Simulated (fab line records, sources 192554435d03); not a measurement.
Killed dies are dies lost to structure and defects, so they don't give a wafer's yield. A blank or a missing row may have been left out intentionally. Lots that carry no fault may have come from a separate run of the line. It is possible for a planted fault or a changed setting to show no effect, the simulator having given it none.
Chamber matching || flow n5Finfet || rieDiel-06 running N5_BEOL_M11_ETCH_61: 4 sister chambers
The step etches SiARC in CF4, target depth 39 nm, time 65 s. 20 wafers are shown with their chamber, then 10 later ones without.

WAFERS PAIRED WITH THEIR CHAMBERS
{"wafer": "L077.2", "chamber": 3, "showerheadPlenumPTorr (Torr)": 2.17, "throttleValvePct (%)": 15.49, "oesProductAu (a.u.)": 0.78}
{"wafer": "L077.3", "chamber": 0, "showerheadPlenumPTorr (Torr)": 2.13, "throttleValvePct (%)": 15.84, "oesProductAu (a.u.)": 0.62}
{"wafer": "L077.5", "chamber": 0, "showerheadPlenumPTorr (Torr)": 2.13, "throttleValvePct (%)": 15.84, "oesProductAu (a.u.)": 0.63}
{"wafer": "L075.2", "chamber": 0, "showerheadPlenumPTorr (Torr)": 2.13, "throttleValvePct (%)": 15.85, "oesProductAu (a.u.)": 0.62}
{"wafer": "L075.3", "chamber": 1, "showerheadPlenumPTorr (Torr)": 2.22, "throttleValvePct (%)": 15.36, "oesProductAu (a.u.)": 0.66}
{"wafer": "L075.4", "chamber": 3, "showerheadPlenumPTorr (Torr)": 2.17, "throttleValvePct (%)": 15.49, "oesProductAu (a.u.)": 0.77}
{"wafer": "L080.2", "chamber": 3, "showerheadPlenumPTorr (Torr)": 2.17, "throttleValvePct (%)": 15.50, "oesProductAu (a.u.)": 0.78}
{"wafer": "L080.4", "chamber": 2, "showerheadPlenumPTorr (Torr)": 2.12, "throttleValvePct (%)": 15.20, "oesProductAu (a.u.)": 0.82}
{"wafer": "L080.5", "chamber": 2, "showerheadPlenumPTorr (Torr)": 2.13, "throttleValvePct (%)": 15.21, "oesProductAu (a.u.)": 0.82}
{"wafer": "L082.3", "chamber": 2, "showerheadPlenumPTorr (Torr)": 2.12, "throttleValvePct (%)": 15.22, "oesProductAu (a.u.)": 0.82}
{"wafer": "L082.4", "chamber": 3, "showerheadPlenumPTorr (Torr)": 2.17, "throttleValvePct (%)": 15.51, "oesProductAu (a.u.)": 0.77}
{"wafer": "L082.6", "chamber": 2, "showerheadPlenumPTorr (Torr)": 2.12, "throttleValvePct (%)": 15.20, "oesProductAu (a.u.)": 0.82}
{"wafer": "L079.4", "chamber": 2, "showerheadPlenumPTorr (Torr)": 2.12, "throttleValvePct (%)": 15.20, "oesProductAu (a.u.)": 0.82}
{"wafer": "L079.5", "chamber": 0, "showerheadPlenumPTorr (Torr)": 2.13, "throttleValvePct (%)": 15.88, "oesProductAu (a.u.)": 0.63}
{"wafer": "L079.6", "chamber": 3, "showerheadPlenumPTorr (Torr)": 2.17, "throttleValvePct (%)": 15.51, "oesProductAu (a.u.)": 0.76}
{"wafer": "L081.3", "chamber": 1, "showerheadPlenumPTorr (Torr)": 2.22, "throttleValvePct (%)": 15.39, "oesProductAu (a.u.)": 0.65}
{"wafer": "L081.5", "chamber": 1, "showerheadPlenumPTorr (Torr)": 2.22, "throttleValvePct (%)": 15.40, "oesProductAu (a.u.)": 0.65}
{"wafer": "L081.6", "chamber": 2, "showerheadPlenumPTorr (Torr)": 2.12, "throttleValvePct (%)": 15.24, "oesProductAu (a.u.)": 0.79}
{"wafer": "L085.2", "chamber": 3, "showerheadPlenumPTorr (Torr)": 2.16, "throttleValvePct (%)": 15.53, "oesProductAu (a.u.)": 0.76}
{"wafer": "L085.3", "chamber": 2, "showerheadPlenumPTorr (Torr)": 2.12, "throttleValvePct (%)": 15.24, "oesProductAu (a.u.)": 0.79}

SIGNATURES (means of the wafers above)
{"reading": "showerheadPlenumPTorr", "chamber 0": 2.1300, "chamber 1": 2.2200, "chamber 2": 2.1214, "chamber 3": 2.1683, "scatter within a chamber": 0.00325}
{"reading": "throttleValvePct", "chamber 0": 15.8525, "chamber 1": 15.3833, "chamber 2": 15.2157, "chamber 3": 15.5050, "scatter within a chamber": 0.0178}
{"reading": "oesProductAu", "chamber 0": 0.6250, "chamber 1": 0.6533, "chamber 2": 0.8114, "chamber 3": 0.7700, "scatter within a chamber": 0.0108}
Rule: a wafer's distance from a chamber is the root of the sum, over the readings, of the square of ((its reading less the chamber's mean) divided by the reading's scatter). If the next closest chamber is less than 2 further off than the closest, the wafer can't be placed; otherwise it belongs to the closest. The scatter is the square root of a quotient: the sum, over the shown wafers, of each reading's squared deviation from its chamber's mean, divided by wafers minus chambers.

WAFERS WITHOUT THEIR CHAMBER
{"wafer": "L085.4", "showerheadPlenumPTorr (Torr)": 2.12, "throttleValvePct (%)": 15.90, "oesProductAu (a.u.)": 0.62}
{"wafer": "L090.3", "showerheadPlenumPTorr (Torr)": 2.21, "throttleValvePct (%)": 15.39, "oesProductAu (a.u.)": 0.65}
{"wafer": "L090.4", "showerheadPlenumPTorr (Torr)": 2.16, "throttleValvePct (%)": 15.52, "oesProductAu (a.u.)": 0.75}
{"wafer": "L090.6", "showerheadPlenumPTorr (Torr)": 2.21, "throttleValvePct (%)": 15.40, "oesProductAu (a.u.)": 0.65}
{"wafer": "L096.1", "showerheadPlenumPTorr (Torr)": 2.21, "throttleValvePct (%)": 15.41, "oesProductAu (a.u.)": 0.64}
{"wafer": "L096.2", "showerheadPlenumPTorr (Torr)": 2.12, "throttleValvePct (%)": 15.26, "oesProductAu (a.u.)": 0.76}
{"wafer": "L096.5", "showerheadPlenumPTorr (Torr)": 2.12, "throttleValvePct (%)": 15.25, "oesProductAu (a.u.)": 0.76}
{"wafer": "L093.2", "showerheadPlenumPTorr (Torr)": 2.21, "throttleValvePct (%)": 15.42, "oesProductAu (a.u.)": 0.63}
{"wafer": "L093.3", "showerheadPlenumPTorr (Torr)": 2.12, "throttleValvePct (%)": 15.90, "oesProductAu (a.u.)": 0.61}
{"wafer": "L093.6", "showerheadPlenumPTorr (Torr)": 2.12, "throttleValvePct (%)": 15.26, "oesProductAu (a.u.)": 0.77}

WHICH CHAMBER EACH WENT THROUGH
{"wafer": "L085.4", "from the rows above": 0, "in truth": 0}
{"wafer": "L090.3", "from the rows above": 1, "in truth": 1}
{"wafer": "L090.4", "from the rows above": 3, "in truth": 3}
{"wafer": "L090.6", "from the rows above": 1, "in truth": 1}
{"wafer": "L096.1", "from the rows above": 1, "in truth": 1}
{"wafer": "L096.2", "from the rows above": 2, "in truth": 2}
{"wafer": "L096.5", "from the rows above": 2, "in truth": 2}
{"wafer": "L093.2", "from the rows above": 1, "in truth": 1}
{"wafer": "L093.3", "from the rows above": 0, "in truth": 0}
{"wafer": "L093.6", "from the rows above": 2, "in truth": 2}
Correctly placed: 10 of 10. Not placeable from these rows: 0. Wrongly placed: 0.
